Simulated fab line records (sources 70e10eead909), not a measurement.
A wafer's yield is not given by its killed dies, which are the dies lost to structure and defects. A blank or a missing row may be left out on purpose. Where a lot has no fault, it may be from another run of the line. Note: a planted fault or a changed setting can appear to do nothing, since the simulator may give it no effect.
Which tool is to blame? + flow nand-harc + 13 lots with 39 wafers sampled at 6 steps, on a route of 1302 steps

WHAT THE GAUGES SHOWED, per wafer
NHARC_A_ONON_D1_THK_MEAS_24: measures by ellipsometry. Usual: thk-nm reads 1000 nm (standard deviation 12).
| lot  | measured     | on            | thk-nm (nm)    | flag |
|------|--------------|---------------|----------------|------|
| L525 | day 8 19:52  | film-metro-02 | 1013 1014 1014 |      |
| L526 | day 8 19:53  | film-metro-01 | 1028 1027 1025 |      |
| L528 | day 9 23:13  | film-metro-01 | 1000 1003 1004 |      |
| L531 | day 11 06:04 | film-metro-02 | 999 1001 1001  |      |
| L534 | day 12 15:07 | film-metro-01 | 1006 1308 1005 | OFF  |
| L539 | day 14 12:04 | film-metro-01 | 983 980 979    |      |
| L541 | day 15 18:30 | film-metro-01 | 997 999 998    |      |
| L542 | day 15 18:30 | film-metro-02 | 993 995 993    |      |
| L543 | day 16 11:40 | film-metro-01 | 997 1000 999   |      |
| L544 | day 16 11:40 | film-metro-02 | 990 991 990    |      |
| L545 | day 17 03:09 | film-metro-01 | 1003 1001 1001 |      |
| L546 | day 17 10:12 | film-metro-01 | 994 994 993    |      |
| L547 | day 18 02:05 | film-metro-01 | 1003 1003 1002 |      |

NHARC_A_CHANNEL_HOLE_D1_INSPECT_12. Usual: raw-defect-count reads 6 (standard deviation 3.3).
| lot  | measured     | on                | raw-defect-count | flag |
|------|--------------|-------------------|------------------|------|
| L525 | day 9 07:13  | defect-inspect-02 | 8 5 5            |      |
| L526 | day 9 06:58  | defect-inspect-02 | 3 7 4            |      |
| L528 | day 10 03:44 | defect-inspect-01 | 7 5 7            |      |
| L531 | day 11 17:31 | defect-inspect-01 | 5 4 5            |      |
| L534 | day 12 19:37 | defect-inspect-02 | 10 2             |      |
| L539 | day 14 18:25 | defect-inspect-02 | 6 7 12           |      |
| L541 | day 15 23:05 | defect-inspect-02 | 14 8 6           |      |
| L542 | day 15 23:34 | defect-inspect-01 | 5 6 2            |      |
| L543 | day 16 18:43 | defect-inspect-02 | 14 3 9           |      |
| L544 | day 16 17:51 | defect-inspect-02 | 2 8 1            |      |
| L545 | day 17 07:47 | defect-inspect-02 | 9 4 7            |      |
| L546 | day 17 15:53 | defect-inspect-02 | 5 2 3            |      |
| L547 | day 18 06:28 | defect-inspect-02 | 8 7 2            |      |

NHARC_END_SORT_01. Usual: killed-at-array 56, standard deviation 17; killed-at-other 1.2, standard deviation 1.4; killed-at-periphery 4, standard deviation 3.2; killed-dies 61, standard deviation 16; killed-open 3.6, standard deviation 2.1; killed-short 2.7, standard deviation 1.8.
| lot  | measured     | on        | killed-at-array | killed-at-other | killed-at-periphery | killed-dies | killed-open | killed-short | flag |
|------|--------------|-----------|-----------------|-----------------|---------------------|-------------|-------------|--------------|------|
| L534 | day 29 03:04 | prober-02 | 45 671 42       | 0 1 0           | 3 5 5               | 48 677 47   | 4 5 2       | 1 2 2        | OFF  |

TOOL THAT RAN EACH LOT (tool first, then ch and the chambers of the sampled wafers, then the start)
| lot  | NHARC_P_BONDPAD_ACTIVATE_29        | NHARC_A_ZERO_WELL_RTA_16         | NHARC_A_ONON_D1_DEP_22           |
|------|------------------------------------|----------------------------------|----------------------------------|
| L525 | rie-diel-05 ch 1,2, day 7 08:40    | rtp-anneal-02 ch 0, day 7 11:28  | pecvd-onon-03 ch 0, day 8 19:25  |
| L526 | rie-diel-04 ch 0,1,2, day 7 10:22  | rtp-anneal-02 ch 0, day 7 12:53  | pecvd-onon-01 ch 0, day 8 19:22  |
| L528 | rie-diel-06 ch 1,2,3, day 8 11:11  | rtp-anneal-01 ch 0, day 8 13:35  | pecvd-onon-03 ch 0, day 9 22:46  |
| L531 | rie-diel-04 ch 0,2, day 9 15:25    | rtp-anneal-01 ch 0, day 9 18:00  | pecvd-onon-01 ch 0, day 11 05:40 |
| L534 | rie-diel-06 ch 0,1, day 11 04:27   | rtp-anneal-02 ch 0, day 11 06:51 | pecvd-onon-02 ch 0, day 12 14:36 |
| L539 | rie-diel-06 ch 1,3, day 12 21:38   | rtp-anneal-01 ch 0, day 13 00:08 | pecvd-onon-03 ch 0, day 14 11:34 |
| L541 | rie-diel-04 ch 0,1, day 14 01:36   | rtp-anneal-01 ch 0, day 14 04:03 | pecvd-onon-01 ch 0, day 15 18:03 |
| L542 | rie-diel-04 ch 1,3, day 14 07:12   | rtp-anneal-02 ch 0, day 14 10:07 | pecvd-onon-02 ch 0, day 15 18:02 |
| L543 | rie-diel-04 ch 1,2,3, day 14 22:25 | rtp-anneal-01 ch 0, day 15 00:58 | pecvd-onon-01 ch 0, day 16 11:13 |
| L544 | rie-diel-04 ch 0,2,3, day 15 03:23 | rtp-anneal-02 ch 0, day 15 05:56 | pecvd-onon-03 ch 0, day 16 11:13 |
| L545 | rie-diel-04 ch 0,1,2, day 15 13:29 | rtp-anneal-02 ch 0, day 15 15:56 | pecvd-onon-02 ch 0, day 17 02:45 |
| L546 | rie-diel-06 ch 0,1,2, day 15 21:44 | rtp-anneal-01 ch 0, day 16 00:14 | pecvd-onon-03 ch 0, day 17 09:41 |
| L547 | rie-diel-04 ch 0,3, day 16 11:11   | rtp-anneal-02 ch 0, day 16 13:54 | pecvd-onon-02 ch 0, day 18 01:35 |
- NHARC_P_BONDPAD_ACTIVATE_29: chemistry N2, time 60 s.
- NHARC_A_ZERO_WELL_RTA_16: time 10 s.
- NHARC_A_ONON_D1_DEP_22: target thk 1000 nm.

AS READ BY THE TOOLS THEMSELVES (means over the sampled wafers that have a number; for cases with no such wafer, the mark the record gives instead)
NHARC_P_BONDPAD_ACTIVATE_29. Usual: drypump-motor-current-A 5.5 A, standard deviation 0.45; oes-product-au 0.995 a.u., standard deviation 0.012; rf-vpp-V 64.4 V, standard deviation 0.88; showerhead-plenum-p-Torr 1.80 Torr, standard deviation 0.055.
| lot  | tool        | drypump-motor-current-A (A) | oes-product-au (a.u.) | rf-vpp-V (V) | showerhead-plenum-p-Torr (Torr) | flag |
|------|-------------|-----------------------------|-----------------------|--------------|---------------------------------|------|
| L525 | rie-diel-05 | 5.9                         | 1.014                 | 64.4         | 1.83                            |      |
| L526 | rie-diel-04 | 5.3                         | 1.003                 | 64.2         | 1.83                            |      |
| L528 | rie-diel-06 | 5.3                         | 0.992                 | 64.6         | 1.81                            |      |
| L531 | rie-diel-04 | 5.1                         | 0.988                 | 64.4         | 1.79                            |      |
| L534 | rie-diel-06 | 5.1                         | 0.983                 | 65.8         | 1.82                            |      |
| L539 | rie-diel-06 | 5.3                         | 0.985                 | 65.2         | 1.85                            |      |
| L541 | rie-diel-04 | 5.0                         | 0.987                 | 64.3         | 1.82                            |      |
| L542 | rie-diel-04 | 5.5                         | 0.990                 | 64.4         | 1.80                            |      |
| L543 | rie-diel-04 | 5.5                         | 0.995                 | 64.3         | 1.82                            |      |
| L544 | rie-diel-04 | 5.3                         | 0.996                 | 64.6         | 1.78                            |      |
| L545 | rie-diel-04 | 5.2                         | 0.988                 | 64.5         | 1.83                            |      |
| L546 | rie-diel-06 | 5.2                         | 1.008                 | 64.9         | 1.78                            |      |
| L547 | rie-diel-04 | 5.1                         | 0.995                 | 64.3         | 1.77                            |      |

NHARC_A_ZERO_WELL_RTA_16. Usual: lamp-power-pct 30.9 %, standard deviation 0.86; wafer_temp_C_max 1005.6, standard deviation 1.
| lot  | tool          | lamp-power-pct (%) | wafer_temp_C_max | flag |
|------|---------------|--------------------|------------------|------|
| L525 | rtp-anneal-02 | 29.9               | 1004.7           |      |
| L526 | rtp-anneal-02 | 29.9               | 1005.2           |      |
| L528 | rtp-anneal-01 | 31.7               | 1005.8           |      |
| L531 | rtp-anneal-01 | 31.7               | 1005.2           |      |
| L534 | rtp-anneal-02 | 29.9               | 1004.6           |      |
| L539 | rtp-anneal-01 | 31.6               | 1005.8           |      |
| L541 | rtp-anneal-01 | 31.7               | 1005.1           |      |
| L542 | rtp-anneal-02 | 29.9               | 1005.8           |      |
| L543 | rtp-anneal-01 | 31.6               | 1005.6           |      |
| L544 | rtp-anneal-02 | 29.9               | 1004.7           |      |
| L545 | rtp-anneal-02 | 29.9               | 1005.1           |      |
| L546 | rtp-anneal-01 | 31.7               | 1006.8           |      |
| L547 | rtp-anneal-02 | 29.9               | 1004.4           |      |

THE ANSWER, worked out from the rows above alone
Rule: a lot is off if the mean of its wafers that have a number lies more than 3 standard deviations from the usual mean. Also off: a lot with no number at a reading for which 4 or more lots have one. Any other lot the step has rows for is counted as sound. The gauges are gone through in route order, then the tools' own readings, and for those a lot's mean is taken as printed above. The first step at which some lot is off is used, and at that step the reading that is off furthest; a lot without a number counts as furthest.
Off at NHARC_A_ONON_D1_THK_MEAS_24 (thk-nm): L534.
A tool fits if, at a process step before that reading, it ran every lot that is off, and no sound lot after the first of them. Not tried: the gauges at NHARC_A_ONON_D1_THK_MEAS_24; whatever is off there is also off at NHARC_END_SORT_01, on other tools, and gauge error can't account for it. Not one of the candidates tried fits.

WHAT HAD BEEN PUT IN BY THE SIMULATOR
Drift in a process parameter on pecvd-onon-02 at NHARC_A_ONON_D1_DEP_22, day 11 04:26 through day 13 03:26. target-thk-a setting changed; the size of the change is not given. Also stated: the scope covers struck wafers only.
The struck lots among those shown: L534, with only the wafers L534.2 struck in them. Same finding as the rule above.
